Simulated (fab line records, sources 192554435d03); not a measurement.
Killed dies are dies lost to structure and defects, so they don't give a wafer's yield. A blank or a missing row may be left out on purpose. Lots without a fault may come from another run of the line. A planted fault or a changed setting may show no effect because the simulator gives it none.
Chamber matching | flow n5_finfet | N5_BEOL_M7_DESCUM_16 on rie_diel-05: 4 sister chambers
The step chemistry O2, time 7.9 s. 18 wafers are shown with their chamber, then 9 later ones without.

WAFERS WITH THEIR CHAMBER
wafer  | chamber | drypump_motor_current_A (A) | showerhead_plenum_p_Torr (Torr) | throttle_valve_pct (%)
L074.2 | 1       | 5.8                         | 2.18                            | 20.51
L074.3 | 2       | 5.7                         | 2.16                            | 20.65
L074.5 | 0       | 5.2                         | 2.11                            | 20.61
L078.1 | 2       | 5.7                         | 2.16                            | 20.68
L078.3 | 1       | 5.8                         | 2.17                            | 20.51
L078.5 | 2       | 5.7                         | 2.16                            | 20.67
L082.1 | 3       | 5.7                         | 2.20                            | 20.43
L082.3 | 0       | 5.2                         | 2.10                            | 20.65
L082.4 | 1       | 5.8                         | 2.17                            | 20.54
L083.1 | 3       | 5.7                         | 2.20                            | 20.42
L083.3 | 1       | 5.8                         | 2.17                            | 20.54
L083.6 | 0       | 5.2                         | 2.10                            | 20.66
L085.3 | 2       | 5.7                         | 2.15                            | 20.71
L085.4 | 0       | 5.2                         | 2.10                            | 20.65
L085.6 | 0       | 5.2                         | 2.10                            | 20.66
L090.1 | 2       | 5.7                         | 2.15                            | 20.71
L090.2 | 1       | 5.8                         | 2.17                            | 20.55
L090.4 | 3       | 5.8                         | 2.20                            | 20.44

SIGNATURES (means of the wafers above)
reading                  | chamber 0 | chamber 1 | chamber 2 | chamber 3 | scatter within a chamber
drypump_motor_current_A  | 5.200     | 5.800     | 5.700     | 5.733     | 0.0218
showerhead_plenum_p_Torr | 2.1020    | 2.1720    | 2.1560    | 2.2000    | 0.00447
throttle_valve_pct       | 20.6460   | 20.5300   | 20.6840   | 20.4300   | 0.0208
Rule: a wafer's distance from a chamber is the root of the sum, over the readings, of the square of ((its reading less the chamber's mean) divided by the reading's scatter). The wafer belongs to the nearest chamber; if the next one is less than 2 further off, it can't be placed. The scatter: the root of (the sum of the squares of (reading less its chamber's mean) over the shown wafers, divided by (wafers less chambers)).

WAFERS WITHOUT THEIR CHAMBER
wafer  | drypump_motor_current_A (A) | showerhead_plenum_p_Torr (Torr) | throttle_valve_pct (%)
L089.3 | 5.2                         | 2.10                            | 20.68
L089.5 | 5.2                         | 2.10                            | 20.68
L089.6 | 5.8                         | 2.17                            | 20.56
L091.1 | 5.8                         | 2.16                            | 20.57
L091.2 | 5.7                         | 2.15                            | 20.73
L091.4 | 5.2                         | 2.09                            | 20.68
L097.2 | 5.7                         | 2.19                            | 20.47
L097.5 | 5.8                         | 2.16                            | 20.58
L097.6 | 5.2                         | 2.09                            | 20.71

WHICH CHAMBER EACH WENT THROUGH
wafer  | from the rows above | in truth
L089.3 | 0                   | 0
L089.5 | 0                   | 0
L089.6 | 1                   | 1
L091.1 | 1                   | 1
L091.2 | 2                   | 2
L091.4 | 0                   | 0
L097.2 | 3                   | 3
L097.5 | 1                   | 1
L097.6 | 0                   | 0
Placed correctly: 9 of 9. Can't be placed from these rows: 0. Placed wrongly: 0.
